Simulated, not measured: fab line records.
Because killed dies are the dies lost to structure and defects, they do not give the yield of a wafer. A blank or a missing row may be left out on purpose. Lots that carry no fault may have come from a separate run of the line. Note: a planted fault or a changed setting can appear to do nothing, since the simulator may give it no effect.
Split-lot experiment || flow n5-finfet || 7 lots, 21 wafers read, on a route of 1938 steps

== ON THE SPLIT ==
At N5_BEOL_M6_VIA_ETCH_34 (etches SiCOH lowk in C4F6/O2, target depth 126.3 nm, time 50.9 s), the setting time-s was moved away from the recipe's 50.9 s on 5 of the 21 wafers read, by -17.1% to +12.9%. All remaining wafers had this setting at the recipe value.

The reading comes from the split's own step.

== THE READING ==
SOC_of_BEOL_M6_COAT_63.thk-nm (the simulator's own value, which no gauge read), in nm, at N5_BEOL_M6_VIA_ETCH_34 (etches SiCOH lowk in C4F6/O2, target depth 126.3 nm, time 50.9 s). The file does not state a usual value for it. The 16 wafers here that ran the recipe average 53.9 nm, standard deviation 0.19 nm.

{"wafer": "L075.1", "tool, chamber at the split": "rie-diel-04, 3", "time-s as run, s": 50.9, "against the recipe": "recipe", "SOC_of_BEOL_M6_COAT_63.thk-nm, nm": 53.8, "against lot-mates on the recipe": "-"}
{"wafer": "L075.4", "tool, chamber at the split": "rie-diel-04, 3", "time-s as run, s": 42.21, "against the recipe": "-17.1%", "SOC_of_BEOL_M6_COAT_63.thk-nm, nm": 54.8, "against lot-mates on the recipe": "+1.0"}
{"wafer": "L075.5", "tool, chamber at the split": "rie-diel-04, 0", "time-s as run, s": 42.21, "against the recipe": "-17.1%", "SOC_of_BEOL_M6_COAT_63.thk-nm, nm": 54.8, "against lot-mates on the recipe": "+1.0"}
{"wafer": "L083.3", "tool, chamber at the split": "rie-diel-03, 3", "time-s as run, s": 50.9, "against the recipe": "recipe", "SOC_of_BEOL_M6_COAT_63.thk-nm, nm": 54, "against lot-mates on the recipe": "-"}
{"wafer": "L083.5", "tool, chamber at the split": "rie-diel-03, 1", "time-s as run, s": 50.9, "against the recipe": "recipe", "SOC_of_BEOL_M6_COAT_63.thk-nm, nm": 53.8, "against lot-mates on the recipe": "-"}
{"wafer": "L083.6", "tool, chamber at the split": "rie-diel-03, 2", "time-s as run, s": 50.9, "against the recipe": "recipe", "SOC_of_BEOL_M6_COAT_63.thk-nm, nm": 53.6, "against lot-mates on the recipe": "-"}
{"wafer": "L080.1", "tool, chamber at the split": "rie-diel-04, 1", "time-s as run, s": 45.76, "against the recipe": "-10.1%", "SOC_of_BEOL_M6_COAT_63.thk-nm, nm": 54.6, "against lot-mates on the recipe": "+0.8"}
{"wafer": "L080.3", "tool, chamber at the split": "rie-diel-04, 2", "time-s as run, s": 50.9, "against the recipe": "recipe", "SOC_of_BEOL_M6_COAT_63.thk-nm, nm": 53.8, "against lot-mates on the recipe": "-"}
{"wafer": "L080.5", "tool, chamber at the split": "rie-diel-04, 2", "time-s as run, s": 45.76, "against the recipe": "-10.1%", "SOC_of_BEOL_M6_COAT_63.thk-nm, nm": 54.4, "against lot-mates on the recipe": "+0.6"}
{"wafer": "L084.1", "tool, chamber at the split": "rie-diel-04, 0", "time-s as run, s": 50.9, "against the recipe": "recipe", "SOC_of_BEOL_M6_COAT_63.thk-nm, nm": 54.2, "against lot-mates on the recipe": "-"}
{"wafer": "L084.2", "tool, chamber at the split": "rie-diel-04, 1", "time-s as run, s": 50.9, "against the recipe": "recipe", "SOC_of_BEOL_M6_COAT_63.thk-nm, nm": 54, "against lot-mates on the recipe": "-"}
{"wafer": "L084.3", "tool, chamber at the split": "rie-diel-04, 2", "time-s as run, s": 50.9, "against the recipe": "recipe", "SOC_of_BEOL_M6_COAT_63.thk-nm, nm": 53.8, "against lot-mates on the recipe": "-"}
{"wafer": "L090.3", "tool, chamber at the split": "rie-diel-04, 1", "time-s as run, s": 50.9, "against the recipe": "recipe", "SOC_of_BEOL_M6_COAT_63.thk-nm, nm": 53.6, "against lot-mates on the recipe": "-"}
{"wafer": "L090.4", "tool, chamber at the split": "rie-diel-04, 3", "time-s as run, s": 50.9, "against the recipe": "recipe", "SOC_of_BEOL_M6_COAT_63.thk-nm, nm": 54, "against lot-mates on the recipe": "-"}
{"wafer": "L090.6", "tool, chamber at the split": "rie-diel-04, 0", "time-s as run, s": 57.49, "against the recipe": "+12.9%", "SOC_of_BEOL_M6_COAT_63.thk-nm, nm": 53.2, "against lot-mates on the recipe": -0.6}
{"wafer": "L088.1", "tool, chamber at the split": "rie-diel-01, 1", "time-s as run, s": 50.9, "against the recipe": "recipe", "SOC_of_BEOL_M6_COAT_63.thk-nm, nm": 53.8, "against lot-mates on the recipe": "-"}
{"wafer": "L088.3", "tool, chamber at the split": "rie-diel-01, 2", "time-s as run, s": 50.9, "against the recipe": "recipe", "SOC_of_BEOL_M6_COAT_63.thk-nm, nm": 54, "against lot-mates on the recipe": "-"}
{"wafer": "L088.4", "tool, chamber at the split": "rie-diel-01, 2", "time-s as run, s": 50.9, "against the recipe": "recipe", "SOC_of_BEOL_M6_COAT_63.thk-nm, nm": 54, "against lot-mates on the recipe": "-"}
{"wafer": "L093.1", "tool, chamber at the split": "rie-diel-04, 3", "time-s as run, s": 50.9, "against the recipe": "recipe", "SOC_of_BEOL_M6_COAT_63.thk-nm, nm": 54.2, "against lot-mates on the recipe": "-"}
{"wafer": "L093.3", "tool, chamber at the split": "rie-diel-04, 0", "time-s as run, s": 50.9, "against the recipe": "recipe", "SOC_of_BEOL_M6_COAT_63.thk-nm, nm": 54, "against lot-mates on the recipe": "-"}
{"wafer": "L093.6", "tool, chamber at the split": "rie-diel-04, 0", "time-s as run, s": 50.9, "against the recipe": "recipe", "SOC_of_BEOL_M6_COAT_63.thk-nm, nm": 54.2, "against lot-mates on the recipe": "-"}

FIT RESULTS
A straight line over all 21 wafers: SOC_of_BEOL_M6_COAT_63.thk-nm changes by -0.0534 nm for each +1% of time-s; r = -0.90; the points scatter about the line by 0.17 nm.
The same after taking each lot's own level away (the mean of its wafers on the recipe; 21 wafers): -0.0579 nm for each +1%; r = -0.94; scatter 0.14 nm.
On that fit, the largest move of time-s shifts the reading by 0.99 nm.
The lots' own levels span 53.80 to 54.13 nm, that is 1.8 times the standard deviation above.
The two slopes agree, so the slope changes little with the lot-to-lot level.
Check: for one of the wafers moved furthest among these (-17.1%), held out of the fit, the line's prediction against its lot-mates is +1.01 nm. It came out at +1 nm against them.

== OTHER SPLITS APPLIED TO THESE WAFERS ==
Before the reading, these wafers also passed through other splits. Each is held against what the fit with the lots' levels taken away leaves over:
{"other split on the same wafers": "N5_BEOL_M5_ETCH_72 source-w", "wafers away from the commonest value": 10, "r with SOC_of_BEOL_M6_COAT_63.thk-nm (lot level and that fit taken away)": -0.32}
{"other split on the same wafers": "N5_BEOL_M6_EXPOSE_25 dose-mj", "wafers away from the commonest value": 9, "r with SOC_of_BEOL_M6_COAT_63.thk-nm (lot level and that fit taken away)": -0.03}

== THE WHOLE CHAIN: every reading that the file lists as answering this split, in the file's order ==
{"step": "N5_BEOL_M6_VIA_ETCH_34", "what it does": "etches SiCOH lowk in C4F6/O2, target depth 126.3 nm, time 50.9 s", "reading": "etch.depth-nm (the simulator's own value, which no gauge read)", "change (the file's fit)": "+1.24 nm for each +1% of the setting", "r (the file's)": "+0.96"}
{"step": "N5_BEOL_M6_VIA_ETCH_34", "what it does": "etches SiCOH lowk in C4F6/O2, target depth 126.3 nm, time 50.9 s", "reading": "SOC_of_BEOL_M6_COAT_63.thk-nm (the simulator's own value, which no gauge read)", "change (the file's fit)": "-0.0569 nm for each +1% of the setting", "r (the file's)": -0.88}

== THE FILE'S OWN FIT ==
SOC_of_BEOL_M6_COAT_63.thk-nm changes by -0.0569 nm for each +1% of time-s, r = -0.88.
